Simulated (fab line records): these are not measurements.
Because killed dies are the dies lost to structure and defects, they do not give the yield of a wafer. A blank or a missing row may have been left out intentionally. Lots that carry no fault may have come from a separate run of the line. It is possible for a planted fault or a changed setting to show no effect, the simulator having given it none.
The same fault as seen by 3 desks -- flow n5_finfet -- what lay behind the numbers comes last; until then each desk has only its own

## DESK OF THE TOOL OWNER: ald_sin-03
The tool's own readings at N5_BEOL_M3_ALD_98 (deposits SiO2, target thk 2.5 nm, pulse time 1 s, co reactant pulse time 1 s): means of the sampled wafers that have a number, for each lot that ran on this tool. Any lot whose mean is over 4 standard deviations away from the usual mean is out of limits and marked OUT; that distance is given in the brackets.
Columns: A = heater_power_w at N5_BEOL_M3_ALD_98, usual 79 W; B = precursor_pulse_height_rel at N5_BEOL_M3_ALD_98, usual 1.000
lot,first seen here,A,B
L743,day 7 08:55,77,1.012
L752,day 9 17:37,82,0.982
Result from this desk: across the 2 lots, nothing is out of limits.

## METROLOGY DESK
What the gauges read, lot by lot, whatever tool the lot ran on: means of the sampled wafers that have a number. Any lot whose mean is over 4 standard deviations away from the usual mean is out of limits and marked OUT; that distance is given in the brackets. Shown here are 7 of its 12 readings, the ones lying furthest out on some lot.
Columns: A = cd_nm at N5_BEOL_M3_CD_MEAS_28, usual 25.64 nm; B = V2_OVL at N5_BEOL_M3_OVL_MEAS_29, usual -0.1 nm; C = IOFF_P at N5_BEOL_M4_RC_MEAS_101, usual 0.23 nA/um; D = ION_P at N5_BEOL_M4_RC_MEAS_101, usual 462 uA/um; E = SS_N at N5_BEOL_M4_RC_MEAS_101, usual 71.9 mV/dec; F = VT_N at N5_BEOL_M4_RC_MEAS_101, usual 248 mV; G = VT_P at N5_BEOL_M4_RC_MEAS_101, usual -250 mV
lot,first seen here,A,B,C,D,E,F,G
L743,day 7 08:40,25.83,0.3,0.24,457,71.8,248,-249
L752,day 9 17:22,25.41,-0.6,0.18,463,71.3,250,-254
L755,day 10 09:03,25.55,-0.3,0.24,466,71.8,247,-249
L757,day 10 22:18,25.98,-0.7,0.18,449,71.7,250,-256
L762,day 12 14:46,25.58,-0.5,0.23,462,71.3,245,-249
Result from this desk: across the 5 lots, nothing is out of limits.

## THE DEFECT DESK
For each lot, the counts of the inspections along the route, averaged over the sampled wafers that have a number. Any lot whose mean is over 4 standard deviations away from the usual mean is out of limits and marked OUT; that distance is given in the brackets.
Columns: A = raw_defect_count at N5_BEOL_M3_INSPECT_30, usual 412
lot,first seen here,A
L743,day 7 08:45,433
L752,day 9 17:28,458
L755,day 10 09:08,310
L757,day 10 22:23,354
L762,day 12 14:52,471
Result from this desk: across the 5 lots, nothing is out of limits.

## TAKEN TOGETHER
The tool owner's desk saw nothing out of limits.
Metrology desk: nothing out of limits seen.
No out-of-limits result turned up at the defect desk.

## WHAT THE SIMULATOR HAD PUT IN
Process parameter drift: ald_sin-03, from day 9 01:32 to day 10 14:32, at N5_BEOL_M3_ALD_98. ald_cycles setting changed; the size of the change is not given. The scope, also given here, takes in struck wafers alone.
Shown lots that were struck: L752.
